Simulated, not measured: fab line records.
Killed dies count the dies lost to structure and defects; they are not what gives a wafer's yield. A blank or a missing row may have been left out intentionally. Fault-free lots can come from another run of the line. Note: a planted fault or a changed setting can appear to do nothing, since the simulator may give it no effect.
Split-lot trial :: flow n5 finfet :: route with 1938 steps; 7 lots, 39 wafers read

## ABOUT THE SPLIT
At N5_PASSIVATION_DEVELOP_09 (develop time 60 s), the setting develop time s was moved away from the recipe's 60 s on 15 of the 39 wafers read, by -52.8% to +49.6%. All remaining wafers had this setting at the recipe value.

## FROM SPLIT TO READING: 1 step shown by the file between the two
- N5_PASSIVATION_HARDBAKE_11: time 120 s

## THE READING
cd nm (nm) at N5_PASSIVATION_CD_MEAS_10, where the cd target is 3000 nm. Typical for fault-free wafers on this fab line: 3001.2 nm, with standard deviation 2.6 nm.

wafer: L074.1
tool, chamber at the split: litho track-04, 0
develop time s as run, s: 50.64
against the recipe: -15.6%
cd nm, nm: 3000.0
against lot-mates on the recipe: -0.4

wafer: L074.2
tool, chamber at the split: litho track-04, 0
develop time s as run, s: 50.64
against the recipe: -15.6%
cd nm, nm: 2996.9
against lot-mates on the recipe: -3.5

wafer: L074.3
tool, chamber at the split: litho track-04, 0
develop time s as run, s: 50.64
against the recipe: -15.6%
cd nm, nm: 2999.0
against lot-mates on the recipe: -1.4

wafer: L074.4
tool, chamber at the split: litho track-04, 0
develop time s as run, s: 60
against the recipe: recipe
cd nm, nm: 2999.5
against lot-mates on the recipe: -

wafer: L074.5
tool, chamber at the split: litho track-04, 0
develop time s as run, s: 60
against the recipe: recipe
cd nm, nm: 2999.6
against lot-mates on the recipe: -

wafer: L074.6
tool, chamber at the split: litho track-04, 0
develop time s as run, s: 60
against the recipe: recipe
cd nm, nm: 3002.0
against lot-mates on the recipe: -

wafer: L082.1
tool, chamber at the split: litho track-03, 0
develop time s as run, s: 60
against the recipe: recipe
cd nm, nm: 3002.1
against lot-mates on the recipe: -

wafer: L082.2
tool, chamber at the split: litho track-03, 0
develop time s as run, s: 28.3
against the recipe: -52.8%
cd nm, nm: 2985.0
against lot-mates on the recipe: -17.6

wafer: L082.3
tool, chamber at the split: litho track-03, 0
develop time s as run, s: 28.3
against the recipe: -52.8%
cd nm, nm: 2985.3
against lot-mates on the recipe: -17.3

wafer: L082.4
tool, chamber at the split: litho track-03, 0
develop time s as run, s: 60
against the recipe: recipe
cd nm, nm: 3005.2
against lot-mates on the recipe: -

wafer: L082.5
tool, chamber at the split: litho track-03, 0
develop time s as run, s: 28.3
against the recipe: -52.8%
cd nm, nm: 2982.9
against lot-mates on the recipe: -19.7

wafer: L082.6
tool, chamber at the split: litho track-03, 0
develop time s as run, s: 60
against the recipe: recipe
cd nm, nm: 3000.6
against lot-mates on the recipe: -

wafer: L086.1
tool, chamber at the split: litho track-03, 0
develop time s as run, s: 60
against the recipe: recipe
cd nm, nm: 3005.7
against lot-mates on the recipe: -

wafer: L086.2
tool, chamber at the split: litho track-03, 0
develop time s as run, s: 81.28
against the recipe: +35.5%
cd nm, nm: 3008.2
against lot-mates on the recipe: +4.1

wafer: L086.3
tool, chamber at the split: litho track-03, 0
develop time s as run, s: 81.28
against the recipe: +35.5%
cd nm, nm: 3009.1
against lot-mates on the recipe: +5.0

wafer: L086.4
tool, chamber at the split: litho track-03, 0
develop time s as run, s: 60
against the recipe: recipe
cd nm, nm: 3002.7
against lot-mates on the recipe: -

wafer: L086.5
tool, chamber at the split: litho track-03, 0
develop time s as run, s: 60
against the recipe: recipe
cd nm, nm: 3003.9
against lot-mates on the recipe: -

wafer: L086.6
tool, chamber at the split: litho track-03, 0
develop time s as run, s: 81.28
against the recipe: +35.5%
cd nm, nm: 3009.9
against lot-mates on the recipe: +5.8

wafer: L089.1
tool, chamber at the split: litho track-03, 0
develop time s as run, s: 60
against the recipe: recipe
cd nm, nm: 3001.6
against lot-mates on the recipe: -

wafer: L089.2
tool, chamber at the split: litho track-03, 0
develop time s as run, s: 89.78
against the recipe: +49.6%
cd nm, nm: 3012.3
against lot-mates on the recipe: +9.7

wafer: L089.3
tool, chamber at the split: litho track-03, 0
develop time s as run, s: 89.78
against the recipe: +49.6%
cd nm, nm: 3011.4
against lot-mates on the recipe: +8.8

wafer: L089.4
tool, chamber at the split: litho track-03, 0
develop time s as run, s: 60
against the recipe: recipe
cd nm, nm: 3003.4
against lot-mates on the recipe: -

wafer: L089.5
tool, chamber at the split: litho track-03, 0
develop time s as run, s: 60
against the recipe: recipe
cd nm, nm: 3002.7
against lot-mates on the recipe: -

wafer: L089.6
tool, chamber at the split: litho track-03, 0
develop time s as run, s: 89.78
against the recipe: +49.6%
cd nm, nm: 3013.2
against lot-mates on the recipe: +10.6

wafer: L093.1
tool, chamber at the split: litho track-03, 0
develop time s as run, s: 60
against the recipe: recipe
cd nm, nm: 3001.9
against lot-mates on the recipe: -

wafer: L093.5
tool, chamber at the split: litho track-03, 0
develop time s as run, s: 60
against the recipe: recipe
cd nm, nm: 2999.9
against lot-mates on the recipe: -

wafer: L093.6
tool, chamber at the split: litho track-03, 0
develop time s as run, s: 60
against the recipe: recipe
cd nm, nm: 3001.2
against lot-mates on the recipe: -

wafer: L094.1
tool, chamber at the split: litho track-02, 0
develop time s as run, s: 69.88
against the recipe: +16.5%
cd nm, nm: 3009.3
against lot-mates on the recipe: +9.5

wafer: L094.2
tool, chamber at the split: litho track-02, 0
develop time s as run, s: 69.88
against the recipe: +16.5%
cd nm, nm: 3008.3
against lot-mates on the recipe: +8.5

wafer: L094.3
tool, chamber at the split: litho track-02, 0
develop time s as run, s: 60
against the recipe: recipe
cd nm, nm: 2999.5
against lot-mates on the recipe: -

wafer: L094.4
tool, chamber at the split: litho track-02, 0
develop time s as run, s: 60
against the recipe: recipe
cd nm, nm: 2997.0
against lot-mates on the recipe: -

wafer: L094.5
tool, chamber at the split: litho track-02, 0
develop time s as run, s: 60
against the recipe: recipe
cd nm, nm: 3002.9
against lot-mates on the recipe: -

wafer: L094.6
tool, chamber at the split: litho track-02, 0
develop time s as run, s: 69.88
against the recipe: +16.5%
cd nm, nm: 3003.7
against lot-mates on the recipe: +3.9

wafer: L095.1
tool, chamber at the split: litho track-02, 0
develop time s as run, s: 60
against the recipe: recipe
cd nm, nm: 3001.3
against lot-mates on the recipe: -

wafer: L095.2
tool, chamber at the split: litho track-02, 0
develop time s as run, s: 60
against the recipe: recipe
cd nm, nm: 3000.9
against lot-mates on the recipe: -

wafer: L095.3
tool, chamber at the split: litho track-02, 0
develop time s as run, s: 60
against the recipe: recipe
cd nm, nm: 3005.4
against lot-mates on the recipe: -

wafer: L095.4
tool, chamber at the split: litho track-02, 0
develop time s as run, s: 60
against the recipe: recipe
cd nm, nm: 3004.1
against lot-mates on the recipe: -

wafer: L095.5
tool, chamber at the split: litho track-02, 0
develop time s as run, s: 60
against the recipe: recipe
cd nm, nm: 2997.6
against lot-mates on the recipe: -

wafer: L095.6
tool, chamber at the split: litho track-02, 0
develop time s as run, s: 60
against the recipe: recipe
cd nm, nm: 2996.4
against lot-mates on the recipe: -

FIT RESULTS
A straight line over all 39 wafers: cd nm changes by +0.264 nm for each +1% of develop time s; r = +0.93; the points scatter about the line by 2.5 nm.
The same after taking each lot's own level away (the mean of its wafers on the recipe; 39 wafers): +0.254 nm for each +1%; r = +0.90; scatter 2.9 nm.
The reading moves by 13 nm for the largest change in develop time s, on that fit.
Measured against the standard deviation above, the lots' own levels, which go from 2999.80 to 3004.10 nm, span 1.7 times it.
The two slopes agree, so the slope changes little with the lot-to-lot level.
Check: with one of the wafers moved furthest among these (-52.8%) left out of the fit, the line predicts -13.1 nm for it against its lot-mates. It came out at -17.6 nm against them.

## OTHER SPLITS ON THESE WAFERS
Before the reading, these wafers also passed through other splits. Each is held against what the fit with the lots' levels taken away leaves over:
other split on the same wafers: N5_BEOL_M11_ETCH_41 time s
wafers away from the commonest value: 12
r with cd nm (lot level and that fit taken away): +0.15

other split on the same wafers: N5_BEOL_M13_ETCH_68 time s
wafers away from the commonest value: 18
r with cd nm (lot level and that fit taken away): +0.01

## THE WHOLE CHAIN: every reading that the file lists as answering this split, in the file's order
step: N5_PASSIVATION_CD_MEAS_10
what it does: target cd 3000 nm
reading: cd nm
change (the file's fit): +0.252 nm for each +1% of the setting
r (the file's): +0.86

step: N5_PASSIVATION_DESCUM_12
what it does: chemistry O2, time 7.9 s
reading: TV_LITHO.cd nm (the simulator's own value, which no gauge read)
change (the file's fit): +0.25 nm for each +1% of the setting
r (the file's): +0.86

## FILE'S OWN FIT
cd nm changes by +0.252 nm for each +1% of develop time s, r = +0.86.
